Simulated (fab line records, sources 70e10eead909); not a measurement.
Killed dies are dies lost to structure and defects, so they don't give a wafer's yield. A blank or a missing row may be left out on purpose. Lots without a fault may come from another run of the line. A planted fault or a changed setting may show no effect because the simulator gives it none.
fab line records | flow nand_harc
record lots=12 wafers=36 last_day=33
route steps=1302 shown A_M1@1195 A_BONDPAD@1220 END@1302
lots that met no fault: from a run of the same line without faults
start_h: hours from the record's first day to the start of the lot's first wafer shown | wait_h: hours since the lot's step before | " the same as in the row above | L1.1+2: a row that stands for several wafers | - no value, or no start given | * or withheld: withheld | < > ~ a bound
route shown NAME@n: a module of which the file shows steps, and the number in the route of the first | usual: mean/standard deviation of fault-free wafers | same: alike in all rows | chamber/n: place in a boat | sites: the reading at each site | _std_site: their standard deviation | _edge_site: outer sites' mean less inner sites' | radius_mm: how far each site lies from the wafer's centre | mask NAME#n: copy n | behind: the tool/chamber that last shaped the wafer | hold: why the lot was held/for how many hours/how that ended | device: the transistor (n, p or np) that didn't switch | end of line: the same wafers' tests at the end of the route | a step without rows: its recipe alone | killed: dies lost to structure and defects at the first sort, not the wafer's yield | map: a wafer's dies, x killed, . not, _ none there
set.NAME: the setting as run; set.NAME@STEP: as run at that earlier step | model.NAME: the simulator's own value behind a step, which no gauge read
steps of the route over a sample of lots; a table a step, a row a wafer
services: from which hour (start_h, from the record's first day; less than 0 if before it) a tool's chamber was out of use, for how many hours, and why
## steps
# step NHARC_A_M1_CMP_23
# recipe t_overpolish_s=20 target_thk_nm=154.34
# usual motor_current_A=11.4/0.96 time_to_endpoint_s=28.1/2.3
# columns lot.wafer tool chamber start_h wait_h motor_current_A time_to_endpoint_s
L964.3 cmp-01 2 537.17 - 11.5 27.4
L964.2 " 3 " " 10.0 31.6
L964.6 " 2 " " 11.9 29.7
L966.2 cmp-03 1 551.82 - 11.4 23.2
L966.5 " 2 " " 11.1 26.3
L966.6 " 3 " " 11.7 25.4
L967.3 cmp-01 1 554.90 - 11.0 27.2
L967.4 " 2 " " 12.1 27.1
L967.5 " 2 " " 11.4 27.2
L968.2 cmp-01 1 556.33 - 10.8 25.7
L968.1 " 3 " " 10.3 28.8
L968.4 " 0 " " 9.8 27.0
L969.3 cmp-01 1 563.28 - 10.7 24.2
L969.2 " 2 " " 11.5 26.3
L969.5 " 3 " " 10.1 28.0
L971.1 cmp-01 3 593.99 - 10.5 28.8
L971.3 " 1 " " 10.8 28.0
L971.5 " 2 " " 10.9 28.5
L973.2 cmp-03 0 617.14 - 12.6 29.0
L973.5 " 1 " " 12.4 27.4
L973.6 " 2 " " 10.7 28.8
L976.2 cmp-03 0 649.70 - 13.0 26.3
L976.6 " 0 " " 12.8 26.8
L976.5 " 1 " " 11.8 27.0
L974.4 cmp-02 0 651.77 - 13.5 27.0
L974.5 " 1 " " 12.5 26.6
L974.6 " 2 " " 10.8 25.8
L980.3 cmp-02 3 709.28 - 13.0 30.0
L980.2 " 0 " " 13.1 29.4
L980.1 " 1 " " 12.8 28.7
L983.4 cmp-01 1 713.43 - 10.9 27.4
L983.2 " 2 " " 11.5 27.4
L983.3 " 3 " " 10.3 27.1
L987.1 cmp-03 3 761.58 - 11.8 27.4
L987.2 " 0 " " 12.3 27.8
L987.5 " 0 " " 12.8 30.9
# step NHARC_A_BONDPAD_ETCH_12
# recipe target_depth_a=2200 time_s=110 chf3_flow_sccm=50 o2_flow_sccm=10 ar_flow_sccm=200 rf_w=500 bias_w=200 chemistry=CHF3/O2
# usual chamber_pressure_mTorr=24.999/0.021 drypump_motor_current_A=5.8/0.4 oes_product_au=0.944/0.02 rf_fwd_power_W=496.9/1.6 rf_vpp_V=370.1/1.8 showerhead_plenum_p_Torr=2.38/0.077 throttle_valve_pct=20.572/0.0088
# columns lot.wafer tool chamber start_h wait_h chamber_pressure_mTorr drypump_motor_current_A oes_product_au rf_fwd_power_W rf_hours_counter_h rf_vpp_V showerhead_plenum_p_Torr throttle_valve_pct
L964.3 rie_diel-07 3 539.93 - 25.021 6.5 0.952 496.7 2 367.8 2.27 20.569
L964.2 " 0 " " 24.995 5.9 0.950 494.7 1 373.2 2.51 20.571
L964.6 " 3 " " 25.036 6.5 0.948 497.3 - 367.4 2.27 20.560
L966.2 rie_diel-07 0 554.54 - 24.985 5.9 0.930 497.0 2 372.7 2.51 20.581
L966.6 " 2 " " 24.953 5.7 0.925 494.6 - 370.7 2.45 20.575
L966.5 " 3 " " 25.007 6.5 0.930 496.9 - 367.4 2.27 20.576
L967.4 rie_diel-12 1 557.70 - 24.983 5.8 0.926 494.7 20 369.8 2.39 20.572
L967.3 " 0 " " 25.036 5.4 0.929 496.7 19 370.5 2.39 20.572
L967.5 " 1 " " 24.997 5.9 0.929 494.8 - 371.0 2.39 20.575
L968.1 rie_diel-06 3 559.14 - 25.002 5.9 0.966 495.0 19 369.0 2.29 20.568
L968.2 " 1 " " 24.997 5.8 0.929 498.5 23 371.8 2.44 20.576
L968.4 " 3 " " 24.992 5.9 0.974 495.3 - 370.3 2.29 20.565
L969.3 rie_diel-12 1 565.88 - 25.036 5.8 0.925 494.5 20 370.9 2.39 20.567
L969.2 " 3 " " 25.003 6.5 0.931 496.5 18 369.0 2.34 20.574
L969.5 " 1 " " 24.996 5.8 0.923 495.0 - 370.9 2.39 20.563
L971.1 rie_diel-07 0 596.77 - 24.987 5.9 0.964 495.4 2 371.6 2.51 20.585
L971.3 " 1 " " 24.972 5.7 0.951 497.9 3 370.5 2.39 20.550
L971.5 " 2 " " 24.987 5.7 0.953 493.8 - 370.7 2.45 20.571
L973.2 rie_diel-07 0 619.92 - 24.993 5.9 0.974 497.1 3 371.1 2.51 20.567
L973.6 " 1 " " 25.016 5.7 0.974 496.9 - 370.0 2.39 20.580
L973.5 " 2 " " 24.990 5.7 0.965 496.6 - 371.8 2.45 20.567
L976.2 rie_diel-06 2 652.62 - 24.991 5.1 0.924 496.1 46 370.2 2.39 20.579
L976.6 " 3 " " 25.021 5.9 0.917 498.9 - 368.5 2.28 20.566
L976.5 " 0 " " 24.992 5.8 0.923 497.3 - 368.7 2.33 20.554
L974.4 rie_diel-12 1 654.48 - 25.006 5.8 0.952 497.2 3 371.3 2.39 20.567
L974.5 " 3 " " 24.996 6.5 0.976 494.6 - 369.7 2.34 20.577
L974.6 " 0 " " 25.034 5.5 0.977 499.0 - 370.4 2.38 20.573
L980.2 rie_diel-06 0 712.41 - 25.025 5.8 0.709 298.9 15 368.4 2.33 20.580
L980.1 " 2 " " 25.000 5.0 0.922 496.2 15 370.5 2.38 20.574
L980.3 " 3 " " 24.989 5.9 0.914 497.8 16 366.3 2.27 20.567
L983.3 rie_diel-06 2 716.40 - 24.976 5.0 0.952 495.0 17 369.9 2.38 20.566
L983.2 " 3 " " 25.007 5.9 0.963 495.1 18 367.3 2.27 20.576
L983.4 " 0 " " 25.003 5.7 0.728 298.8 - 369.6 2.33 20.574
L987.1 rie_diel-07 2 764.25 - 25.002 5.7 0.959 495.9 3 372.0 2.44 20.576
L987.2 " 3 " " 25.022 6.5 0.959 499.0 2 367.9 2.27 20.581
L987.5 " 2 " " 24.971 5.8 0.961 496.3 - 370.6 2.44 20.570
# step NHARC_A_BONDPAD_DEGAS_25
# recipe temp_c=300 time_s=60
# usual heater_power_w=479/50
# columns lot.wafer tool chamber start_h wait_h heater_power_w
L964.3 pvd_sputter-03 - 540.69 - 485
L964.2 " - " " 581
L964.6 " - " " 494
L966.2 pvd_sputter-01 - 555.30 - 550
L966.5 " - " " 487
L966.6 " - " " 494
L967.4 pvd_sputter-01 - 558.47 - 475
L967.3 " - " " 477
L967.5 " - " " 543
L968.1 pvd_sputter-01 - 559.91 - 455
L968.2 " - " " 474
L968.4 " - " " 479
L969.3 pvd_sputter-02 - 566.64 - 454
L969.2 " - " " 464
L969.5 " - " " 474
L971.3 pvd_sputter-03 - 597.53 - 528
L971.1 " - " " 443
L971.5 " - " " 537
L973.2 pvd_sputter-02 - 620.69 - 461
L973.6 " - " " 455
L973.5 " - " " 492
L976.2 pvd_sputter-03 - 653.38 - 560
L976.6 " - " " 438
L976.5 " - " " 409
L974.4 pvd_sputter-03 - 655.24 - 411
L974.5 " - " " 532
L974.6 " - " " 527
L980.1 pvd_sputter-01 - 713.20 - 458
L980.3 " - " " 483
L980.2 " - " " 489
L983.3 pvd_sputter-02 - 717.18 - 483
L983.2 " - " " 421
L983.4 " - " " 398
L987.1 pvd_sputter-01 - 765.02 - 478
L987.2 " - " " 472
L987.5 " - " " 485
# step NHARC_A_BONDPAD_CMP_19
# recipe t_overpolish_s=30 cu_recess_touch_s=16 target_thk_nm=169.82
# usual motor_current_A=11.9/1.2 overpolish_run_s=29.999/0.0099
# same cu_recess_touch_s=16
# columns lot.wafer tool chamber start_h wait_h motor_current_A overpolish_run_s
L964.2 cmp-01 1 541.77 - 10.7 29.995
L964.3 " 3 " " 10.7 30.001
L964.6 " 2 " " 11.6 30.003
L966.2 cmp-04 2 556.42 - 14.1 29.996
L966.5 " 0 " " 13.2 30.004
L966.6 " 1 " " 12.6 29.992
L967.3 cmp-01 0 559.61 - 9.6 30.003
L967.4 " 1 " " 10.5 29.988
L967.5 " 3 " " 10.6 29.990
L968.2 cmp-01 2 561.02 - 11.8 29.983
L968.4 " 3 " " 9.9 30.012
L968.1 " 0 " " 10.1 29.994
L969.3 cmp-04 2 567.72 - 14.3 30.002
L969.2 " 0 " " 13.2 30.012
L969.5 " 3 " " 11.0 29.987
L971.1 cmp-01 1 598.72 - 11.2 30.004
L971.3 " 3 " " 9.9 30.005
L971.5 " 1 " " 10.4 29.990
L973.2 cmp-04 3 621.84 - 11.7 30.005
L973.6 " 1 " " 13.5 30.006
L973.5 " 2 " " 14.7 30.004
L976.2 cmp-04 0 654.59 - 13.3 30.008
L976.6 " 2 " " 14.5 29.987
L976.5 " 3 " " 10.9 30.006
L974.4 cmp-03 1 656.30 - 11.1 30.013
L974.5 " 1 " " 11.4 29.994
L974.6 " 2 " " 11.7 30.008
L980.1 cmp-01 3 714.30 - 10.2 29.992
L980.2 " 0 " " 10.6 29.998
L980.3 " 1 " " 10.6 29.980
L983.2 cmp-04 2 718.27 - 13.9 29.995
L983.3 " 3 " " 11.3 29.996
L983.4 " 1 " " 12.3 30.012
L987.1 cmp-03 2 766.13 - 11.9 29.995
L987.2 " 0 " " 12.0 30.008
L987.5 " 1 " " 11.6 29.998
# step NHARC_END_SORT_01
# recipe temp_c=25
# usual defect_limited_yield=90.7/2.6 killed_at_array=59/17 killed_at_other=0.7/0.9 killed_at_periphery=3.6/2.3 killed_dies=63/18 killed_open=3.4/1.9 killed_short=2.6/1.7
# same gross_dies=677
# columns lot.wafer tool chamber start_h wait_h defect_limited_yield[%] killed_at_array killed_at_other killed_at_periphery killed_dies killed_open killed_short
L967.3 prober-01 0 586.74 3.1 92.0 52 0 2 54 3 1
L967.4 prober-01 0 587.56 3.4 91.1 57 1 2 60 1 3
L967.5 prober-01 0 588.37 3.7 92.2 52 1 0 53 3 1
L973.2 prober-02 0 652.99 2.8 93.5 40 1 3 44 2 1
L973.5 prober-02 0 655.36 3.7 94.2 33 3 3 39 5 3
L973.6 prober-02 0 656.15 4.0 94.5 33 1 3 37 3 2
L980.1 prober-01 0 744.37 2.5 91.6 50 0 7 57 3 2
L980.2 prober-01 0 745.17 2.8 0 671 0 6 677 4 4
L980.3 prober-01 0 745.98 3.1 92.0 46 0 8 54 4 4
L983.2 prober-02 0 745.22 2.8 90.8 55 0 7 62 1 1
L983.3 prober-02 0 746.01 3.1 91.1 51 2 7 60 7 2
L983.4 prober-02 0 746.81 3.4 0 673 0 4 677 0 1
# killed by level:class
L967.3 A_CHANNEL_HOLE_D2:chamber_film_flake=40 A_CONTACT:chamber_film_flake=5 A_CHANNEL_FILL_D1:chamber_film_flake=2 P_M0:geometric_particle:open=1 A_ONON_D1:geometric_particle:open=1 A_SGD_CUT:geometric_particle:open=1 A_WL_FILL:geometric_particle:short=1 P_GATE:chamber_film_flake=1
L967.4 A_CHANNEL_HOLE_D2:chamber_film_flake=35 A_SGD_CUT:chamber_film_flake=6 A_CONTACT:chamber_film_flake=4 A_WL_FILL:chamber_film_flake=3 A_SLIT:chamber_film_flake=2 P_GATE:geometric_particle:short=1 A_CHANNEL_FILL_D1:geometric_particle:short=1 A_ONON_D2:geometric_particle:open=1
L967.5 A_CHANNEL_HOLE_D2:chamber_film_flake=31 A_CHANNEL_HOLE_D1:chamber_film_flake=6 A_WL_FILL:chamber_film_flake=3 A_SGD_CUT:chamber_film_flake=2 A_CONTACT:chamber_film_flake=2 A_CHANNEL_FILL_D1:geometric_particle:short=1 A_DECK1_JOINT:geometric_particle:open=1 A_ONON_D2:geometric_particle:open=1
L973.2 A_CHANNEL_HOLE_D2:chamber_film_flake=19 A_CHANNEL_HOLE_D1:chamber_film_flake=7 A_STAIRCASE:chamber_film_flake=6 A_CONTACT:chamber_film_flake=2 A_CHANNEL_FILL_D1:geometric_particle:open=1 A_ONON_D2:geometric_particle:open=1 A_ONON_D2:geometric_particle:short=1 P_STI:chamber_film_flake=1
L973.5 A_CHANNEL_HOLE_D2:chamber_film_flake=12 A_CONTACT:chamber_film_flake=5 A_CHANNEL_HOLE_D1:chamber_film_flake=3 A_STAIRCASE:chamber_film_flake=3 THIN_TSV:chamber_film_flake=3 A_SLIT:chamber_film_flake=2 P_M0:geometric_particle:short=1 A_CHANNEL_FILL_D1:geometric_particle:open=1
L973.6 A_CHANNEL_HOLE_D2:chamber_film_flake=14 A_CHANNEL_HOLE_D1:chamber_film_flake=5 A_CONTACT:chamber_film_flake=4 P_ZERO_WELL:chamber_film_flake=3 A_CHANNEL_FILL_D2:geometric_particle:open=2 A_STAIRCASE:chamber_film_flake=2 A_STAIRCASE:geometric_particle:short=1 A_WL_FILL:geometric_particle:open=1
L980.1 A_CHANNEL_HOLE_D2:chamber_film_flake=25 A_CHANNEL_HOLE_D1:chamber_film_flake=6 A_CONTACT:chamber_film_flake=6 P_GATE:chamber_film_flake=3 P_CONTACT:chamber_film_flake=3 A_SGD_CUT:chamber_film_flake=3 A_STAIRCASE:chamber_film_flake=2 A_SLIT:chamber_film_flake=2
L980.2 A_BONDPAD:area_etch=614 A_CHANNEL_HOLE_D2:chamber_film_flake=26 A_CHANNEL_HOLE_D1:chamber_film_flake=10 A_SGD_CUT:chamber_film_flake=4 A_M1:chamber_film_flake=4 P_CONTACT:chamber_film_flake=3 P_M1:geometric_particle:open=2 A_DECK1_JOINT:chamber_film_flake=2
L983.2 A_CHANNEL_HOLE_D2:chamber_film_flake=26 A_CHANNEL_HOLE_D1:chamber_film_flake=17 A_SLIT:chamber_film_flake=7 P_CONTACT:chamber_film_flake=4 P_GATE:chamber_film_flake=2 A_CHANNEL_HOLE_D2:geometric_particle:short=1 A_SGD_CUT:geometric_particle:open=1 P_STI:chamber_film_flake=1
L980.3 A_CHANNEL_HOLE_D2:chamber_film_flake=20 A_CHANNEL_HOLE_D1:chamber_film_flake=10 A_SLIT:chamber_film_flake=5 A_CHANNEL_FILL_D1:geometric_particle:short=2 P_GATE:chamber_film_flake=2 P_CONTACT:chamber_film_flake=2 A_STAIRCASE:chamber_film_flake=2 A_SGD_CUT:chamber_film_flake=2
L983.3 A_CHANNEL_HOLE_D2:chamber_film_flake=25 A_CHANNEL_HOLE_D1:chamber_film_flake=11 A_M0:geometric_particle:open=3 P_GATE:chamber_film_flake=3 P_CONTACT:chamber_film_flake=3 A_CHANNEL_FILL_D1:geometric_particle:open=2 A_SLIT:chamber_film_flake=2 A_WL_FILL:chamber_film_flake=2
L983.4 A_BONDPAD:area_etch=627 A_CHANNEL_HOLE_D2:chamber_film_flake=24 A_SLIT:chamber_film_flake=8 A_CHANNEL_HOLE_D1:chamber_film_flake=7 P_CONTACT:chamber_film_flake=3 A_CONTACT:chamber_film_flake=3 A_STAIRCASE:geometric_particle:short=1 P_STI:chamber_film_flake=1
## services
# columns tool chamber start_h hours kind
cmp-03 - 520.59 1.7 repair
cmp-03 - 538.59 1.6 repair
cmp-03 - 544.10 2.8 repair
cmp-03 - 554.00 4.0 pm
cmp-04 - 568.24 1.0 repair
cmp-01 - 577.78 4.0 pm
pvd_sputter-01 - 590.74 10.0 pm
cmp-04 - 601.18 4.0 pm
cmp-03 - 608.34 0.5 repair
cmp-03 - 620.01 1.5 repair
rie_diel-07 3 627.26 2.8 repair
cmp-03 - 634.06 1.2 repair
rie_diel-07 0 646.57 4.4 repair
rie_diel-07 - 648.20 9.0 pm
cmp-03 - 652.00 4.0 pm
cmp-04 - 657.15 0.9 repair
cmp-01 - 675.78 4.0 pm
cmp-04 - 681.07 2.2 repair
pvd_sputter-01 - 692.01 0.8 repair
cmp-04 - 699.18 4.0 pm
pvd_sputter-01 - 718.81 1.5 repair
rie_diel-07 3 723.52 17.9 repair
cmp-03 - 750.00 4.0 pm
cmp-01 - 759.16 0.7 repair
## key
first_sign step=NHARC_A_BONDPAD_ETCH_12 reading=rf_fwd_power_W direction=down sigmas=99+ usual=* struck=*
effect step=NHARC_A_BONDPAD_ETCH_12 reading=oes_product_au direction=down sigmas=11 usual=0.944 struck=0.718
effect step=NHARC_END_SORT_01 reading=killed_at_array direction=up sigmas=36 usual=59 struck=672
more_kills_born_at NHARC_A_BONDPAD_ETCH_12@rie_diel-06=1241
met_at NHARC_A_BONDPAD_ETCH_12
struck_lots L980,L983
struck_wafers L980.2,L983.4
later_rows_left_out L980.2,L983.4
not_acting_at NHARC_A_M1_CMP_23,NHARC_A_BONDPAD_DEGAS_25,NHARC_A_BONDPAD_CMP_19
onset_between 652.62 712.41
fault kind=process_parameter_drift tool=rie_diel-06 chamber=0 onset_h=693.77 steps=NHARC_A_BONDPAD_ETCH_12 channel=rf_w offset=* shape=step end_h=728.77 acts_in=* stated=*
# later_rows_left_out: the simulator's readings of these wafers behind a module that went badly wrong aren't trusted and aren't shown, but for the sort
